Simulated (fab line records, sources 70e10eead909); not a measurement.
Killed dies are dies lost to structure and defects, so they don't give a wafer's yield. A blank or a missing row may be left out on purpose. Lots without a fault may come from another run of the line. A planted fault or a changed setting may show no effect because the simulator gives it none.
Which tool did it? | flow nand_harc | 13 lots, 39 wafers sampled, at 5 steps of a route of 1159

WHAT THE GAUGES READ, wafer by wafer
NHARC_A_ONON_D1_THK_MEAS_21: measures by ellipsometry. Usual: thk_nm 1001 nm, standard deviation 8.4.
lot  | measured     | on            | thk_nm (nm)    | flag
L721 | day 7 18:35  | film_metro-02 | 1016 1013 1015 |
L728 | day 9 23:05  | film_metro-02 | 1005 1006 1005 |
L731 | day 10 09:58 | film_metro-01 | 1014 1014 1015 |
L732 | day 10 09:59 | film_metro-02 | 990 992 992    |
L733 | day 11 02:17 | film_metro-02 | 1012 1012 1013 |
L735 | day 11 10:37 | film_metro-02 | 1010 1012 1010 |
L737 | day 11 10:38 | film_metro-01 | 1000 1002 1001 |
L738 | day 12 06:10 | film_metro-02 | 995 998 995    |
L736 | day 12 06:10 | film_metro-01 | 989 988 989    |
L741 | day 12 19:39 | film_metro-01 | 1006 1007 1007 |
L744 | day 13 07:49 | film_metro-01 | 996 997 995    |
L742 | day 13 07:57 | film_metro-02 | 1005 1005 1004 |
L743 | day 13 08:10 | film_metro-01 | 984 983 983    |

NHARC_END_SORT_01. Usual: killed_at_array 27, standard deviation 11; killed_at_other 0.7, standard deviation 1.1; killed_at_periphery 3.6, standard deviation 2.4; killed_dies 32, standard deviation 11; killed_open 3.3, standard deviation 1.8; killed_short 2.1, standard deviation 1.5.
lot  | measured     | on        | killed_at_array | killed_at_other | killed_at_periphery | killed_dies | killed_open | killed_short | flag
L741 | day 24 01:02 | prober-02 | 32 38 18        | 0 1 1           | 2 2 4               | 34 41 23    | 4 3 2       | 1 3 0        |

WHICH TOOL RAN EACH LOT (tool, then ch and the chambers of the sampled wafers, then the start)
lot  | NHARC_A_ONON_D1_DEP_33          | NHARC_A_CHANNEL_HOLE_D1_SOFTBAKE_05 | NHARC_A_CHANNEL_HOLE_D1_ETCH_34
L721 | pecvd-01 ch 0,1, day 7 21:01    | litho_track-01 ch 0, day 8 02:00    | rie_diel-06 ch 0,1,2, no start
L728 | pecvd-02 ch 0,1,2, day 10 00:50 | litho_track-01 ch 0, day 10 04:00   | rie_diel-09 ch 0,2, no start
L731 | pecvd-02 ch 1,2, day 10 11:44   | litho_track-04 ch 0, day 10 17:00   | rie_diel-06 ch 1,2, no start
L732 | pecvd-01 ch 0,1,2, day 10 11:46 | litho_track-01 ch 0, day 10 18:00   | rie_diel-12 ch 0,1,2, no start
L733 | pecvd-02 ch 0,1,2, day 11 04:07 | litho_track-06 ch 0, day 11 08:00   | rie_diel-09 ch 1,2, no start
L735 | pecvd-02 ch 0,1,2, day 11 12:27 | litho_track-06 ch 0, day 11 17:00   | rie_diel-12 ch 0,2,3, no start
L737 | pecvd-01 ch 0,1, day 11 12:25   | litho_track-06 ch 0, day 11 17:00   | rie_diel-06 ch 2,3, no start
L738 | pecvd-02 ch 0,1,2, day 12 07:54 | litho_track-04 ch 0, day 12 10:00   | rie_diel-06 ch 1,3, no start
L736 | pecvd-01 ch 0,1,2, day 12 07:59 | litho_track-06 ch 0, day 12 11:00   | rie_diel-12 ch 0,2,3, no start
L741 | pecvd-04 ch 0,2, day 12 21:25   | litho_track-06 ch 0, day 13 00:00   | rie_diel-09 ch 1,2,3, day 24 01:02 or earlier
L744 | pecvd-04 ch 0,2, day 13 09:34   | litho_track-04 ch 0, day 13 17:00   | rie_diel-09 ch 1,2, no start
L742 | pecvd-01 ch 0,1, day 13 09:55   | litho_track-06 ch 0, day 13 19:00   | rie_diel-06 ch 0,2,3, no start
L743 | pecvd-04 ch 0,1,2, day 13 10:01 | litho_track-06 ch 0, day 13 19:00   | rie_diel-09 ch 0,2,3, no start
- NHARC_A_ONON_D1_DEP_33: deposits SiO2, target thk 200 nm.
- NHARC_A_CHANNEL_HOLE_D1_SOFTBAKE_05: time 55 s.
- NHARC_A_CHANNEL_HOLE_D1_ETCH_34: etches the open film in CF4/CHF3, target depth 154 nm, time 77 s.

WHAT THE TOOLS THEMSELVES READ (means of the sampled wafers that have a number; where no wafer has one, the mark that the record gives instead)
NHARC_A_ONON_D1_DEP_33. Usual: heater_power_outer_w 312 W, standard deviation 74; heater_power_w 566 W, standard deviation 89; throttle_valve_pct 16.2 %, standard deviation 0.35.
lot  | tool     | heater_power_outer_w (W) | heater_power_w (W) | throttle_valve_pct (%) | flag
L721 | pecvd-01 | 255                      | 489                | 16.6                   |
L728 | pecvd-02 | 336                      | 592                | 16.4                   |
L731 | pecvd-02 | 291                      | 539                | 16.3                   |
L732 | pecvd-01 | 237                      | 475                | 16.7                   |
L733 | pecvd-02 | 310                      | 560                | 16.3                   |
L735 | pecvd-02 | 341                      | 608                | 16.3                   |
L737 | pecvd-01 | 262                      | 510                | 16.1                   |
L738 | pecvd-02 | 346                      | 601                | 16.5                   |
L736 | pecvd-01 | 250                      | 485                | 16.2                   |
L741 | pecvd-04 | 318                      | 590                | 16.1                   |
L744 | pecvd-04 | 255                      | 520                | 16.1                   |
L742 | pecvd-01 | 279                      | 509                | 16.2                   |
L743 | pecvd-04 | 311                      | 569                | 15.9                   |

NHARC_A_CHANNEL_HOLE_D1_SOFTBAKE_05. Usual: heater_power_total_W 188.45 W, standard deviation 0.12.
lot  | tool           | heater_power_total_W (W) | flag
L721 | litho_track-01 | 188.44                   |
L728 | litho_track-01 | 233.40                   | OFF
L731 | litho_track-04 | 188.37                   |
L732 | litho_track-01 | 233.32                   | OFF
L733 | litho_track-06 | 188.49                   |
L735 | litho_track-06 | 188.41                   |
L737 | litho_track-06 | 188.48                   |
L738 | litho_track-04 | 188.42                   |
L736 | litho_track-06 | 188.42                   |
L741 | litho_track-06 | 188.40                   |
L744 | litho_track-04 | 188.52                   |
L742 | litho_track-06 | 188.51                   |
L743 | litho_track-06 | 188.38                   |

NHARC_A_CHANNEL_HOLE_D1_ETCH_34. Usual: drypump_motor_current_A 5.8 A, standard deviation 0.47; oes_product_au 0.953 a.u., standard deviation 0.025; rf_vpp_V 370.3 V, standard deviation 2; showerhead_plenum_p_Torr 1.57 Torr, standard deviation 0.053; throttle_valve_pct 16.802 %, standard deviation 0.0089.
lot  | tool        | drypump_motor_current_A (A) | oes_product_au (a.u.) | rf_vpp_V (V) | showerhead_plenum_p_Torr (Torr) | throttle_valve_pct (%) | flag
L721 | rie_diel-06 | 5.6                         | 0.932                 | 368.7        | 1.53                            | 16.795                 |
L728 | rie_diel-09 | 6.2                         | 0.961                 | 369.3        | 1.53                            | 16.807                 |
L731 | rie_diel-06 | 5.8                         | 0.912                 | 368.2        | 1.50                            | 16.800                 |
L732 | rie_diel-12 | 5.8                         | 0.928                 | 370.9        | 1.60                            | 16.808                 |
L733 | rie_diel-09 | 6.0                         | 0.945                 | 370.3        | 1.58                            | 16.790                 |
L735 | rie_diel-12 | 5.7                         | 0.978                 | 370.4        | 1.57                            | 16.806                 |
L737 | rie_diel-06 | 5.8                         | 0.950                 | 368.9        | 1.55                            | 16.799                 |
L738 | rie_diel-06 | 5.5                         | 0.931                 | 369.1        | 1.53                            | 16.796                 |
L736 | rie_diel-12 | 5.7                         | 0.976                 | 370.7        | 1.57                            | 16.795                 |
L741 | rie_diel-09 | 6.0                         | 0.928                 | 371.7        | 1.60                            | 16.799                 |
L744 | rie_diel-09 | 6.0                         | 0.974                 | 370.3        | 1.58                            | 16.812                 |
L742 | rie_diel-06 | 5.4                         | 0.960                 | 369.9        | 1.58                            | 16.799                 |
L743 | rie_diel-09 | 5.9                         | 0.973                 | 370.7        | 1.57                            | 16.813                 |

THE ANSWER, worked out from the rows above alone
Rule: a lot is off if the mean of its wafers that have a number lies more than 3 standard deviations from the usual mean. A lot without any number at a reading at which 4 lots or more have one is off too. The other lots that the step has rows for count as sound. The gauges are gone through in route order, then the tools' own readings, and for those a lot's mean is taken as printed above. The first step at which some lot is off is used, and at that step the reading that is off furthest; a lot without a number counts as furthest.
Off: L728, L732, at NHARC_A_CHANNEL_HOLE_D1_SOFTBAKE_05 (heater_power_total_W).
A tool fits if, at that step or a process step before it, it ran every lot that is off, and no sound lot after the first of them. One fits: litho_track-01 at NHARC_A_CHANNEL_HOLE_D1_SOFTBAKE_05. Its last sound lot is L721 (day 8 02:00), its first lot that is off L728 (day 10 04:00): a fault that began between those two fits.
The tool's own readings at NHARC_A_CHANNEL_HOLE_D1_SOFTBAKE_05 bear it out: on the lots that are off they differ by more than 5 times the standard deviation of the sound lots' means. heater_power_total_W reads 233.36 W there against 188.44 W on the sound lots.

WHAT THE SIMULATOR HAD PUT IN
Process parameter drift: litho_track-01, from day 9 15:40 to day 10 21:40, at NHARC_A_CHANNEL_HOLE_D1_SOFTBAKE_05. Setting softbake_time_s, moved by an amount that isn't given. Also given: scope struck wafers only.
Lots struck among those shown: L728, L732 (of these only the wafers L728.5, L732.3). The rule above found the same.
